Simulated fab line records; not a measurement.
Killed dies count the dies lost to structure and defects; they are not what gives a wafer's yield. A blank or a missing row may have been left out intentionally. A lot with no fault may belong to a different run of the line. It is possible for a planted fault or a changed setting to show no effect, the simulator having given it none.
Chamber matching + flow nandHarc + NHARC_A_STAIRCASE_DEP_301 on pecvd-01 has 3 sister chambers
The step deposits SiON, target thk 30 nm. 6 wafers are shown with their chamber, then 9 later ones without.

WAFERS PAIRED WITH THEIR CHAMBERS
| wafer  | chamber | heaterPowerW (W) |
|--------|---------|------------------|
| L089.3 | 2       | 754              |
| L089.5 | 2       | 755              |
| L089.6 | 1       | 730              |
| L091.1 | 1       | 831              |
| L091.3 | 0       | 789              |
| L091.5 | 0       | 757              |

WAFERS WHOSE CHAMBER IS MISSING
| wafer  | heaterPowerW (W) |
|--------|------------------|
| L092.2 | 871              |
| L092.4 | 854              |
| L092.6 | 710              |
| L090.4 | 781              |
| L090.5 | 870              |
| L090.6 | 670              |
| L093.3 | 906              |
| L093.5 | 771              |
| L093.6 | 907              |

THE CHAMBER EACH PASSED THROUGH
| wafer  | from the rows above          | in truth |
|--------|------------------------------|----------|
| L092.2 | can't be placed: 1 or 0 or 2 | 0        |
| L092.4 | can't be placed: 1 or 0 or 2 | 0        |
| L092.6 | can't be placed: 2 or 0 or 1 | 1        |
| L090.4 | can't be placed: 1 or 0 or 2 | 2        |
| L090.5 | can't be placed: 1 or 0 or 2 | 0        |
| L090.6 | can't be placed: 2 or 0 or 1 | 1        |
| L093.3 | can't be placed: 1 or 0 or 2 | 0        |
| L093.5 | can't be placed: 0 or 1 or 2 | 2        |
| L093.6 | can't be placed: 1 or 0 or 2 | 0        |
Placed correctly: 0 of 9. From these rows, 9 cannot be placed; in 9 the true chamber is one of the candidates. Wrongly placed: 0.
How it was worked out, from the rows above alone: a wafer's distance from a chamber is the root of the sum, over the readings, of the square of ((its reading less the chamber's mean) divided by the reading's scatter). The wafer belongs to the nearest chamber; if the next one is less than 2 further off, it can't be placed. For every chamber, the mean is computed from those of its wafers that are shown. The scatter is the square root of a quotient: the sum, over the shown wafers, of each reading's squared deviation from its chamber's mean, divided by wafers minus chambers.
